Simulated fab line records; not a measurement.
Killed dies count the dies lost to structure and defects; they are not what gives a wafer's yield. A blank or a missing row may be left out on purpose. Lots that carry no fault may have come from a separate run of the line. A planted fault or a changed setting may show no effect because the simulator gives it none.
Chamber matching + flow nand_harc + ald_hk-01 running NHARC_A_STAIRCASE_ALD_420: 4 sister chambers
The step deposits SiO2, target thk 20 nm, pulse time 6 s, ald cycles 200. 8 wafers are shown with their chamber, then 9 later ones without.

WAFERS WITH THEIR CHAMBER
| wafer  | chamber | heater_power_w (W) | precursor_pulse_height_rel |
|--------|---------|--------------------|----------------------------|
| L087.2 | 3       | 456                | 1.004                      |
| L087.3 | 0       | 467                | 0.988                      |
| L087.1 | 1       | 413                | 0.995                      |
| L087.4 | 2       | 543                | 1.031                      |
| L087.5 | 0       | 458                | 1.007                      |
| L085.1 | 2       | 541                | 0.965                      |
| L085.3 | 1       | 406                | 0.989                      |
| L085.6 | 3       | 457                | 1.005                      |

WAFERS WITH NO CHAMBER GIVEN
| wafer  | heater_power_w (W) | precursor_pulse_height_rel |
|--------|--------------------|----------------------------|
| L094.4 | 458                | 1.004                      |
| L094.5 | 459                | 1.009                      |
| L094.6 | 489                | 0.986                      |
| L094.1 | 406                | 1.027                      |
| L094.2 | 466                | 0.978                      |
| L094.3 | 542                | 1.019                      |
| L097.3 | 473                | 0.992                      |
| L097.4 | 476                | 1.014                      |
| L097.6 | 540                | 0.957                      |

THE CHAMBER EACH PASSED THROUGH
| wafer  | from the rows above     | in truth |
|--------|-------------------------|----------|
| L094.4 | can't be placed: 3 or 0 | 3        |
| L094.5 | can't be placed: 3 or 0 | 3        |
| L094.6 | can't be placed: 0 or 3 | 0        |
| L094.1 | 1                       | 1        |
| L094.2 | can't be placed: 0 or 3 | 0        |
| L094.3 | 2                       | 2        |
| L097.3 | can't be placed: 0 or 3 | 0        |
| L097.4 | can't be placed: 0 or 3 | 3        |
| L097.6 | 2                       | 2        |
Placed correctly: 3 of 9. Unplaceable from these rows: 6, with the true chamber sitting among the candidates in 6. Number placed wrongly: 0.
How it was worked out, from the rows above alone: a wafer's distance from a chamber is the root of the sum, over the readings, of the square of ((its reading less the chamber's mean) divided by the reading's scatter). If the next closest chamber is less than 2 further off than the closest, the wafer can't be placed; otherwise it belongs to the closest. A chamber's mean is the mean of its shown wafers. The scatter is the square root of a quotient: the sum, over the shown wafers, of each reading's squared deviation from its chamber's mean, divided by wafers minus chambers.
